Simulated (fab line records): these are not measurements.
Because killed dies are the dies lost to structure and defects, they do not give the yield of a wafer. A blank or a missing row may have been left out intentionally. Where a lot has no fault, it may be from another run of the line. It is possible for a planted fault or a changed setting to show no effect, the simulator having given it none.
fab line records -- flow n5_finfet
record lots=7, wafers=21, last_day=18
route steps=1938 shown BEOL_M4@1042
lots with no fault: from the same line, run without faults
start_h: the number of hours between the record's first day and the start of the first shown wafer of the lot -- wait_h: hours from the lot's prior step to this one -- " as in the row above -- L1.1+2: a single row standing in for several wafers -- - no value, or no start given -- * or withheld: withheld -- < > ~ a bound
route shown NAME@n: names a module that has steps shown in the file, with the first one's number in the route -- usual: the fault-free wafers' mean and standard deviation -- same: alike in all rows -- chamber/n: place in a boat -- sites: each site's reading -- _std_site: the values' standard deviation -- _edge_site: the outer-site mean with the inner-site mean subtracted -- radius_mm: for every site, how far away it sits from the centre of the wafer -- mask NAME#n: copy n -- behind: the tool/chamber that last shaped the wafer -- hold: cause of the lot's hold/its duration in hours/its outcome -- device: the transistor (n, p or np) that didn't switch -- end of line: tests of these same wafers at the route's end -- a step given without rows: its recipe and nothing more -- killed: dies that structure and defects cost at the first sort, which is not the same as the wafer's yield -- map: a wafer's dies, marking killed ones x, the rest . and places with no die _
set.NAME: the setting as run; set.NAME@STEP: as run at that earlier step -- model.NAME: the simulator's own value behind a step, which no gauge read
lots seen at some steps along the route; tables by step, rows by wafer
services: from which hour (start_h, from the record's first day; less than 0 if before it) a tool's chamber was out of use, for how many hours, and why
## steps
# step N5_BEOL_M4_STRIP_75
# recipe chemistry=N2/H2, temp_c=40, n2_flow_sccm=200, h2_flow_sccm=200, rf_frequency_hz=6e+07
# step N5_BEOL_M4_STRIP_66
# recipe chemistry=CF4, resist=SiARC, power_w=300, bias_power_w=75, pressure_mtorr=50, cf4_flow_sccm=150, rf_frequency_hz=6e+07
# usual drypump_motor_current_A=5.5/0.37, oes_product_au=0.75/0.076, rf_vpp_V=271.0/1.6, showerhead_plenum_p_Torr=1.79/0.066, throttle_valve_pct=13.63/0.2
lot.wafer,tool,chamber,start_h,wait_h,drypump_motor_current_A,oes_product_au,rf_hours_counter_h,rf_vpp_V,showerhead_plenum_p_Torr,throttle_valve_pct
L856.3,rie_diel-02,2,191.46,0.0,5.9,0.71,202,270.9,1.85,13.81
L856.4,rie_diel-02,1,191.46,0.0,5.0,0.85,36,273.6,1.84,13.27
L856.6,rie_diel-02,3,191.46,0.0,5.3,0.88,-,271.8,1.85,13.54
L860.1,rie_diel-02,2,225.18,0.0,5.9,0.70,214,272.2,1.84,13.84
L860.3,rie_diel-02,3,225.18,0.0,5.4,0.85,51,270.3,1.84,13.55
L860.5,rie_diel-02,0,225.18,0.0,5.7,0.68,-,269.2,1.70,13.66
L861.3,rie_diel-02,3,234.87,0.0,5.4,0.85,56,271.6,1.84,13.57
L861.5,rie_diel-02,0,234.87,0.0,5.6,0.69,-,269.3,1.70,13.68
L861.6,rie_diel-02,1,234.87,0.0,5.0,0.82,-,272.2,1.83,13.32
L859.2,rie_diel-02,0,236.17,0.0,5.7,0.69,220,270.7,1.70,13.69
L859.3,rie_diel-02,1,236.17,0.0,5.0,0.82,55,270.5,1.83,13.35
L859.4,rie_diel-02,2,236.17,0.0,5.9,0.69,220,272.1,1.84,13.87
L862.3,rie_diel-02,1,238.75,0.0,5.0,0.83,56,273.9,1.83,13.34
L862.4,rie_diel-02,3,238.75,0.0,5.4,0.86,59,271.0,1.84,13.55
L862.5,rie_diel-02,3,238.75,0.0,5.4,0.85,-,273.8,1.84,13.58
L864.1,rie_diel-04,2,247.07,0.0,4.8,0.85,62,271.4,1.75,13.47
L864.2,rie_diel-04,1,247.07,0.0,5.3,0.69,236,273.2,1.84,13.89
L864.6,rie_diel-04,0,247.07,0.0,5.8,0.68,-,269.9,1.72,13.86
L872.1,rie_diel-04,3,304.14,0.0,5.6,0.67,238,270.2,1.70,13.79
L872.2,rie_diel-04,0,304.14,0.0,5.9,0.67,237,268.2,1.71,13.90
L872.3,rie_diel-04,2,304.14,0.0,4.8,0.82,85,270.5,1.74,13.52
# step N5_BEOL_M4_HM_OPEN_17
# recipe chemistry=Cl2/BCl3, target_depth_a=200, overetch_a=60, target=TiN, mask_material=SOC, ion_energy_ev=150, pressure_mtorr=10, icp_w=1000, bias_w=126, Cl2_flow_sccm=53.25, bcl3_flow_sccm=21.75, Ar_flow_sccm=25
# usual bcl3_flow_sccm=21.75/0.068, drypump_motor_current_A=5.8/0.4, mfc_ar_sccm=24.99/0.09, oes_product_au=0.63/0.095, throttle_valve_pct=22.34/0.21
lot.wafer,tool,chamber,start_h,wait_h,bcl3_flow_sccm,drypump_motor_current_A,mfc_ar_sccm,oes_product_au,rf_hours_counter_h,throttle_valve_pct
L856.3,rie_metal-03,0,191.54,0.1,21.75,6.1,24.95,0.70,-,22.51
L856.4,rie_metal-03,1,191.54,0.1,21.78,6.0,24.96,0.52,-,22.19
L856.6,rie_metal-03,1,191.54,0.1,21.78,6.0,25.04,0.52,-,22.18
L860.1,rie_metal-02,1,225.22,0.0,21.76,5.5,24.95,0.59,89,22.50
L860.3,rie_metal-02,1,225.22,0.0,21.74,5.5,24.93,0.58,-,22.49
L860.5,rie_metal-02,1,225.22,0.0,21.71,5.5,25.00,0.58,-,22.49
L861.3,rie_metal-01,0,234.94,0.1,21.75,4.9,24.95,0.53,-,22.52
L861.5,rie_metal-01,1,234.94,0.1,21.76,6.0,24.93,0.58,-,22.42
L861.6,rie_metal-01,0,234.94,0.1,21.75,4.9,25.12,0.52,-,22.53
L859.2,rie_metal-02,1,236.21,0.0,21.83,5.5,25.01,0.59,90,22.48
L859.3,rie_metal-02,0,236.21,0.0,21.70,6.1,25.09,0.77,-,22.00
L859.4,rie_metal-02,1,236.21,0.0,21.69,5.5,25.09,0.60,-,22.47
L862.3,rie_metal-01,0,238.82,0.1,21.67,4.9,24.94,0.53,-,22.51
L862.4,rie_metal-01,1,238.82,0.1,21.72,6.0,25.05,0.57,-,22.45
L862.5,rie_metal-01,1,238.82,0.1,21.78,6.0,25.14,0.57,-,22.44
L864.1,rie_metal-02,1,247.11,0.0,21.67,5.5,25.09,0.58,91,22.49
L864.2,rie_metal-02,0,247.11,0.0,21.77,6.1,24.94,0.76,15,22.03
L864.6,rie_metal-02,0,247.11,0.0,21.86,6.1,24.97,0.76,-,22.01
L872.1,rie_metal-03,1,304.19,0.0,21.77,6.0,24.99,0.80,4,21.90
L872.2,rie_metal-03,0,304.19,0.0,21.77,6.0,24.91,0.68,35,22.54
L872.3,rie_metal-03,0,304.19,0.0,21.68,6.0,24.92,0.68,-,22.52
# step N5_BEOL_M4_STRIP_19
# recipe chemistry=O2, power_w=400, temp_c=40, pressure_mtorr=30, rf_frequency_hz=6e+07, bias_power_w=0, overash_fraction=0.2, o2_flow_sccm=225
# usual drypump_motor_current_A=5.5/0.37, oes_product_au=0.76/0.083, rf_vpp_V=3.6/0.49, showerhead_plenum_p_Torr=2.08/0.085, throttle_valve_pct=16.66/0.16
lot.wafer,tool,chamber,start_h,wait_h,drypump_motor_current_A,oes_product_au,rf_hours_counter_h,rf_vpp_V,showerhead_plenum_p_Torr,throttle_valve_pct
L856.3,rie_diel-02,3,191.62,0.1,5.4,0.90,40,3.7,2.13,16.50
L856.4,rie_diel-02,1,191.62,0.1,4.9,0.87,36,2.6,2.15,16.44
L856.6,rie_diel-02,3,191.62,0.1,5.4,0.90,-,3.1,2.13,16.48
L860.1,rie_diel-05,1,225.39,0.1,5.6,0.73,208,3.8,1.97,16.70
L860.3,rie_diel-05,2,225.39,0.1,5.9,0.70,216,3.4,2.17,16.73
L860.5,rie_diel-05,3,225.39,0.1,5.7,0.88,-,3.8,2.21,16.41
L861.3,rie_diel-04,1,235.03,0.1,5.3,0.70,230,4.4,2.15,16.86
L861.5,rie_diel-04,1,235.03,0.1,5.3,0.70,-,3.9,2.15,16.89
L861.6,rie_diel-04,0,235.03,0.1,5.9,0.69,-,4.1,1.97,16.79
L859.2,rie_diel-02,1,236.55,0.3,5.0,0.84,55,4.2,2.15,16.48
L859.3,rie_diel-02,0,236.55,0.3,5.6,0.70,220,3.3,1.98,16.73
L859.4,rie_diel-02,2,236.55,0.3,5.9,0.70,220,3.2,2.15,16.83
L862.3,rie_diel-04,1,239.04,0.2,5.3,0.70,232,3.3,2.15,16.86
L862.4,rie_diel-04,0,239.04,0.2,5.9,0.69,213,4.0,1.97,16.80
L862.5,rie_diel-04,0,239.04,0.2,5.9,0.69,-,4.0,1.97,16.80
L864.1,rie_diel-04,1,247.22,0.1,5.3,0.70,236,4.4,2.15,16.89
L864.2,rie_diel-04,0,247.22,0.1,5.8,0.69,217,3.5,1.97,16.79
L864.6,rie_diel-04,2,247.22,0.1,4.8,0.86,-,4.0,2.05,16.61
L872.1,rie_diel-05,2,304.30,0.1,5.9,0.68,239,2.6,2.17,16.76
L872.2,rie_diel-05,3,304.30,0.1,5.7,0.83,62,3.5,2.20,16.46
L872.3,rie_diel-05,1,304.30,0.1,5.5,0.70,232,3.5,1.96,16.74
# step N5_BEOL_M4_CD_MEAS_18
# recipe pitch_nm=36, target_cd_nm=18
# usual cd_nm=18.0/0.31
lot.wafer,tool,chamber,start_h,wait_h,cd_nm
L856.3,cd_sem-01,-,191.69,0.1,18.5
L856.4,cd_sem-01,-,191.69,0.1,18.3
L856.6,cd_sem-01,-,191.69,0.1,18.0
L860.1,cd_sem-02,-,225.46,0.0,18.3
L860.3,cd_sem-02,-,225.46,0.0,18.2
L860.5,cd_sem-02,-,225.46,0.0,17.9
L861.3,cd_sem-02,-,235.10,0.1,17.9
L861.5,cd_sem-02,-,235.10,0.1,17.3
L861.6,cd_sem-02,-,235.10,0.1,17.9
L859.2,cd_sem-01,-,236.62,0.1,17.3
L859.3,cd_sem-01,-,236.62,0.1,17.8
L859.4,cd_sem-01,-,236.62,0.1,18.3
L862.3,cd_sem-02,-,239.11,0.1,18.1
L862.4,cd_sem-02,-,239.11,0.1,18.2
L862.5,cd_sem-02,-,239.11,0.1,18.4
L864.1,cd_sem-02,-,247.29,0.0,18.2
L864.2,cd_sem-02,-,247.29,0.0,17.8
L864.6,cd_sem-02,-,247.29,0.0,18.1
L872.1,cd_sem-03,-,304.37,0.0,17.8
L872.2,cd_sem-03,-,304.37,0.0,17.8
L872.3,cd_sem-03,-,304.37,0.0,18.1
# step N5_BEOL_M4_COAT_67
# recipe resist=SOC, temp_c=250, time_s=60, spin_rpm=1500, resist_thk_nm=60
# step N5_BEOL_M4_COAT_68
# recipe resist=SiARC, temp_c=220, time_s=60, spin_rpm=1500, resist_thk_nm=12
# step N5_BEOL_M4_COAT_76
# recipe resist=underlayer, temp_c=205, time_s=60, spin_rpm=1500, resist_thk_nm=5
# step N5_BEOL_M4_COAT_22
# recipe resist=CAR-EUV, spin_rpm=1500, resist_thk_nm=30
# step N5_BEOL_M4_EBR_24
# recipe solvent=PGMEA, ebr_width_mm=1.5
# step N5_BEOL_M4_SOFTBAKE_23
# recipe temp_c=110, time_s=60, resist=CAR-EUV
# step N5_BEOL_M4_EXPOSE_25
# recipe mask_id=V3, na=0.33, source_shape=quasar, sigma_inner=0.2, sigma_outer=0.8, polarization=unpolarized, defocus_nm=5, dose_mj=63
# step N5_BEOL_M4_PEB_26
# recipe peb_temp_c=100, peb_time_s=60, resist=CAR-EUV
# usual chill_plate_temp_C=23.02/0.11, exhaust_pa=45.0/0.81
lot.wafer,tool,chamber,start_h,wait_h,chill_plate_temp_C,exhaust_pa
L856.3,litho_track-02,0,191.94,0.1,23.09,45.3
L856.4,litho_track-02,0,191.94,0.1,23.23,46.1
L856.6,litho_track-02,0,191.94,0.1,23.17,45.2
L860.1,litho_track-05,-,225.83,0.1,-,-
L860.3,litho_track-05,-,225.83,0.1,-,-
L860.5,litho_track-05,-,225.83,0.1,-,-
L861.3,litho_track-02,-,235.35,0.1,-,-
L861.5,litho_track-02,-,235.35,0.1,-,-
L861.6,litho_track-02,-,235.35,0.1,-,-
L859.2,litho_track-01,-,236.87,0.1,-,-
L859.3,litho_track-01,-,236.87,0.1,-,-
L859.4,litho_track-01,-,236.87,0.1,-,-
L862.3,litho_track-02,0,239.36,0.1,22.83,45.1
L862.4,litho_track-02,0,239.36,0.1,22.84,44.5
L862.5,litho_track-02,0,239.36,0.1,22.93,45.1
L864.1,litho_track-02,0,247.54,0.1,23.03,45.8
L864.2,litho_track-02,0,247.54,0.1,23.07,44.9
L864.6,litho_track-02,0,247.54,0.1,23.08,45.7
L872.1,litho_track-05,0,304.62,0.1,23.14,44.5
L872.2,litho_track-05,0,304.62,0.1,22.96,46.1
L872.3,litho_track-05,0,304.62,0.1,23.20,46.8
# step N5_BEOL_M4_DEVELOP_27
# recipe develop_time_s=30, developer=TMAH, resist=CAR-EUV, rinse_liquid=surfactant_rinse, dry=air_spin, dev_temp_c=23
## services
tool,chamber,start_h,hours,kind
rie_diel-02,1,169.13,2.1,repair
rie_diel-04,-,212.45,14.6,pm
rie_diel-05,0,213.96,11.5,repair
litho_track-02,-,216.55,-,consumable_replace:filter
rie_diel-05,-,227.23,15.6,pm
litho_track-01,-,235.54,-,consumable_replace:filter
rie_metal-03,1,243.22,-,clean
rie_metal-03,1,243.22,25.3,scheduled_down
rie_metal-03,1,243.22,25.3,vent_cycle
rie_metal-03,-,245.41,2.8,pm
rie_metal-01,0,247.21,-,clean
rie_metal-01,0,247.21,23.1,scheduled_down
rie_metal-01,0,247.21,23.1,vent_cycle
rie_diel-05,1,253.43,2.5,repair
litho_track-01,-,264.64,-,consumable_replace:filter
rie_diel-02,-,273.16,0.6,repair
rie_diel-05,-,278.82,0.5,repair
rie_diel-05,2,282.21,3.3,repair
rie_diel-04,1,289.29,-,clean
rie_diel-04,1,289.29,-,consumable_replace:focus_ring
rie_diel-04,1,289.29,17.8,scheduled_down
rie_diel-04,1,289.29,17.8,vent_cycle
## key
first_sign step=N5_BEOL_M4_PEB_26, reading=tool_record, direction=missing
effect none on later readings
met_at N5_BEOL_M4_PEB_26
struck_wafers L859.2,L859.3,L859.4,L860.1,L860.3,L860.5,L861.3,L861.5,L861.6
later_rows_left_out L859.2,L859.3,L859.4,L860.1,L860.3,L860.5,L861.3,L861.5,L861.6
sort_left_out L859.2,L859.3,L859.4,L860.1,L860.3,L860.5,L861.3,L861.5,L861.6
onset_between 191.94 225.83
fault kind=skipped_step_whole, tool=litho_track-01,litho_track-02,litho_track-05, chamber=-, onset_h=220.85, steps=N5_BEOL_M4_PEB_26, scope=struck_lots_only
# sort_left_out: the simulated sort isn't trusted on such a fault, so these wafers' sort isn't shown, and their yield isn't known
# later_rows_left_out: the simulator's readings of these wafers behind a module that went badly wrong aren't trusted and aren't shown, but for the sort
